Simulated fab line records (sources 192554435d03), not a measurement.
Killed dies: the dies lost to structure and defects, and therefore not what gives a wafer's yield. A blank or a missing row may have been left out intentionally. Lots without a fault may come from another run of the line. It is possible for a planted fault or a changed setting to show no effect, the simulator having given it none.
Chamber matching	flow n5 finfet	4 sister chambers for N5_BEOL_M12_TRENCH_ETCH_34 on rie diel-06
The step etches SiOC in C4F8/O2/Ar, target depth 318.95 nm, time 125.5 s. 20 wafers are shown with their chamber, then 10 later ones without.

WAFERS WITH THEIR CHAMBER
wafer	chamber	drypump motor current A (A)	showerhead plenum p Torr (Torr)	throttle valve pct (%)
L082.3	2	6.2	3.34	24.22
L082.4	3	6.5	3.51	24.39
L082.5	2	6.2	3.34	24.22
L084.1	3	6.5	3.51	24.38
L084.2	2	6.2	3.34	24.24
L084.3	1	5.9	3.61	23.90
L084.4	1	5.9	3.61	23.91
L084.5	2	6.2	3.34	24.23
L084.6	3	6.5	3.51	24.40
L086.1	2	6.2	3.34	24.21
L086.3	3	6.5	3.51	24.39
L086.5	1	5.9	3.61	23.91
L085.1	2	6.2	3.33	24.25
L085.2	3	6.4	3.51	24.40
L085.3	1	5.9	3.61	23.91
L085.4	2	6.2	3.33	24.25
L085.5	1	5.9	3.61	23.91
L085.6	3	6.5	3.51	24.38
L089.1	1	5.9	3.60	23.93
L089.4	0	4.9	3.62	24.28

SIGNATURES (averages over the wafers above)
reading	chamber 0	chamber 1	chamber 2	chamber 3	scatter within a chamber
drypump motor current A	4.900	5.900	6.200	6.483	0.0228
showerhead plenum p Torr	3.6200	3.6083	3.3371	3.5100	0.00376
throttle valve pct	24.2800	23.9117	24.2314	24.3900	0.0122
Rule: distance of a wafer from a chamber = root of the sum over the readings of ((wafer's reading minus chamber's mean) / reading's scatter) squared. If the next closest chamber is less than 2 further off than the closest, the wafer can't be placed; otherwise it belongs to the closest. The scatter: the root of (the sum of the squares of (reading less its chamber's mean) over the shown wafers, divided by (wafers less chambers)).

WAFERS WHOSE CHAMBER IS MISSING
wafer	drypump motor current A (A)	showerhead plenum p Torr (Torr)	throttle valve pct (%)
L089.5	6.2	3.33	24.25
L092.1	4.9	3.62	24.31
L092.2	5.9	3.60	23.93
L092.3	6.5	3.50	24.40
L095.2	4.9	3.62	24.29
L095.3	6.2	3.32	24.26
L095.4	5.9	3.60	23.92
L096.2	4.9	3.61	24.32
L096.4	4.9	3.61	24.33
L096.6	5.9	3.59	23.95

CHAMBER TAKEN BY EACH
wafer	from the rows above	in truth
L089.5	2	2
L092.1	0	0
L092.2	1	1
L092.3	3	3
L095.2	0	0
L095.3	2	2
L095.4	1	1
L096.2	0	0
L096.4	0	0
L096.6	1	1
Correctly placed: 10 of 10. Number that these rows cannot place: 0. Number placed wrongly: 0.
